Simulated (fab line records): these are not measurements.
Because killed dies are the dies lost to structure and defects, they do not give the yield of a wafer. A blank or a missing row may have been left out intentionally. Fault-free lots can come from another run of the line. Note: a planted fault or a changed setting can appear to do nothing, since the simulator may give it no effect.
Comparing a struck lot with a sound one ; flow nand harc ; 17 out of 1302 route steps
Sound: wafers L569.1, L569.4, L569.6. Struck: wafer L575.4 (L575.2, L575.3, from the same lot, were not struck and are left out); the cause is given at the end.
Per side, at each step with rows, come the tool, then ch with its chambers, and then its first start. Under that, the readings that differ: sound wafers ; struck wafers ; difference of the means ; sigmas: that difference in standard deviations of wafers without a fault.
alike: words and numbers the same on both sides, and readings whose means are apart by under 2 such deviations; not compared: readings that were withheld, readings missing a value for some wafer, numbers with overlapping values and no deviation given by the record, and bounds like >300 which may hide the same value.
A row with sigmas, a row that says differs or no value, or rows on one side alone: a step with any of these is where the two part. Numbers that don't overlap but have no deviation are shown without sigmas and don't part them. A reading missing from all wafers of one side parts the sides only when that side holds two or more wafers.

NHARC_P_M1_INSPECT_11:
  sound on defect inspect-02, day 11 10:02; struck on defect inspect-02, day 13 16:37
  alike: raw defect count
then, 3 steps without rows for these wafers: NHARC_P_M1_DESCUM_14 (chemistry O2, time 3 s); NHARC_P_M1_ETCH_35 (etches the open film in N2/H2, target depth 40 nm, overetch 12 nm, time 43.94 s); NHARC_P_M1_ETCH_15 (etches the open film in C4F8/Ar, target depth 182.5 nm, time 91.2 s).
NHARC_P_M1_CD_MEAS_16:
  sound on cd sem-01, day 11 10:25; struck on cd sem-02, day 13 16:59
  alike: cd nm
NHARC_P_M1_STRIP_18: strips in N2/H2.
  sound on rie diel-07 ch 1,3, day 11 10:31; struck on rie diel-03 ch 2, day 13 17:03
reading;sound;struck;difference;sigmas
throttle valve pct (%);14.158 14.178 14.163;14.185;+0.019;+2
  alike: drypump motor current A, h2 flow sccm, oes product au, rf vpp V, showerhead plenum p Torr
  not compared: rf hours counter h
NHARC_P_M1_ETCH_28: etches the open film in CF4/N2, target depth 30 nm, time 72.99 s.
  sound: rie diel-07 ch 1,3; struck: rie diel-03 ch 3
  alike: drypump motor current A, oes product au, rf vpp V, showerhead plenum p Torr, throttle valve pct
  not compared: rf hours counter h
then, 1 step without rows for these wafers: NHARC_P_M1_STRIP_19 (strips in post etch residue remover, time 600 s).
NHARC_P_M1_DEGAS_29: time 60 s.
  sound on pvd sputter-02, day 11 11:08; struck on pvd sputter-01, day 13 17:41
  alike: heater power w
NHARC_P_M1_PRE_CLEAN_30: time 30 s.
  sound on pvd sputter-02; struck on pvd sputter-01
  alike: heater power w
then, 1 step without rows for these wafers: NHARC_P_M1_PVD_20 (deposits TaN, target thk 5 nm, time 8.06 s).
NHARC_P_M1_PVD_21: deposits Cu, target thk 30 nm, time 20.49 s.
  sound on pvd sputter-02; struck on pvd sputter-01
  alike: throttle valve pct
NHARC_P_M1_ECD_22: material Cu, target thk 400 nm.
  sound on ecd cu-01 ch 0,1, day 11 11:32; struck on ecd cu-02 ch 0,1, day 13 18:06
then, 1 step without rows for these wafers: NHARC_P_M1_ANNEAL_31 (time 90 s).
NHARC_P_M1_CMP_23: polishes, t overpolish 20 s, target thk 157.82 nm.
  sound on cmp-02 ch 0,2,3, day 11 12:14; struck on cmp-04 ch 0, day 13 18:48
reading;sound;struck;difference;sigmas
time to endpoint s (s);23.8 29.6 27.3;35.8;+8.9;+4
  alike: motor current A
NHARC_P_M1_THK_MEAS_24: measures by xrf.
  sound on film metro-02, day 11 12:32; struck on film metro-01, day 13 19:05
  alike: thk nm
-- the record jumps here: 18 days lie between the struck wafers' starts before and after (it left off in module P_M1 and takes up again in module END, whose first step shown is number 1302 of the route) --
NHARC_END_SORT_01:
  sound on prober-02 ch 0, day 29 15:56; struck on prober-02 ch 0, day 32 00:38
reading;sound;struck;difference;sigmas
killed at periphery;7 4 6;0;-6;-3
sort_bin_3_pct (%);0.1 1.2 0.9;1.5;+0.8;+2
  alike: defect limited yield, killed at array, killed at other, killed dies, killed open, killed short, sort_bin_2_pct, sort_bin_4_pct, sort n pass, sort rim yield pct, sort yield pct

## WHERE THEY PART
Last at NHARC_END_SORT_01 as far as this record goes, first at NHARC_P_M1_STRIP_18.

WHY: the cause the simulator had injected
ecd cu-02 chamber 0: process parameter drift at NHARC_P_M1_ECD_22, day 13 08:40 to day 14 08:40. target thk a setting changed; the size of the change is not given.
